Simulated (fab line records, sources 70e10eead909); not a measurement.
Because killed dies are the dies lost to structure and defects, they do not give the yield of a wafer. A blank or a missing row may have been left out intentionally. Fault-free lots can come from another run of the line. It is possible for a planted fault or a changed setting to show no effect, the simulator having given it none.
Chamber matching ; flow nand harc ; NHARC_P_CONTACT_CMP_01 on cmp-01 has 4 sister chambers
The step polishes SiO2, target thk 200 nm. 24 wafers are shown with their chamber, then 12 later ones without.

## WAFERS WITH THEIR CHAMBER
wafer;chamber;motor current A (A)
L074.2;3;11.1
L074.5;0;12.9
L074.6;1;12.3
L075.3;0;12.4
L075.4;2;12.8
L075.6;2;13.2
L076.1;2;12.6
L076.2;1;12.1
L076.4;3;10.7
L079.1;0;12.5
L079.2;2;13.1
L079.4;1;11.6
L081.3;0;11.8
L081.4;1;12.3
L081.6;1;11.4
L082.1;0;12.9
L082.2;1;10.7
L082.3;2;12.5
L085.4;3;11.0
L085.5;0;12.9
L085.6;1;12.0
L089.2;0;12.7
L089.3;1;11.9
L089.5;1;11.6

SIGNATURES (means of the wafers above)
reading;chamber 0;chamber 1;chamber 2;chamber 3;scatter within a chamber
motor current A;12.586;11.767;12.840;10.933;0.419
Rule: a wafer's distance from a chamber is the root of the sum, over the readings, of the square of ((its reading less the chamber's mean) divided by the reading's scatter). The wafer belongs to the nearest chamber; if the next one is less than 2 further off, it can't be placed. How the scatter is found: for the shown wafers, subtract from each reading the mean of its chamber, square and add these, divide the total by (wafers less chambers), then take the root.

## WAFERS WHOSE CHAMBER IS MISSING
wafer;motor current A (A)
L091.1;13.1
L091.2;11.3
L091.5;12.8
L092.1;12.5
L092.5;12.0
L092.6;12.7
L096.1;10.6
L096.2;10.8
L096.3;13.2
L097.2;11.7
L097.3;11.2
L097.6;12.5

## WHICH CHAMBER EACH ONE RAN IN
wafer;from the rows above;in truth
L091.1;can't be placed: 2 or 0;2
L091.2;can't be placed: 3 or 1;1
L091.5;can't be placed: 2 or 0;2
L092.1;can't be placed: 0 or 2 or 1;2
L092.5;can't be placed: 1 or 0 or 2 or 3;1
L092.6;can't be placed: 0 or 2 or 1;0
L096.1;can't be placed: 3 or 1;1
L096.2;can't be placed: 3 or 1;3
L096.3;can't be placed: 2 or 0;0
L097.2;can't be placed: 1 or 3 or 0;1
L097.3;can't be placed: 3 or 1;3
L097.6;can't be placed: 0 or 2 or 1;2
Placed correctly: 0 of 12. Can't be placed from these rows: 12 (the true chamber is among the candidates in 12). 0 placed wrongly.
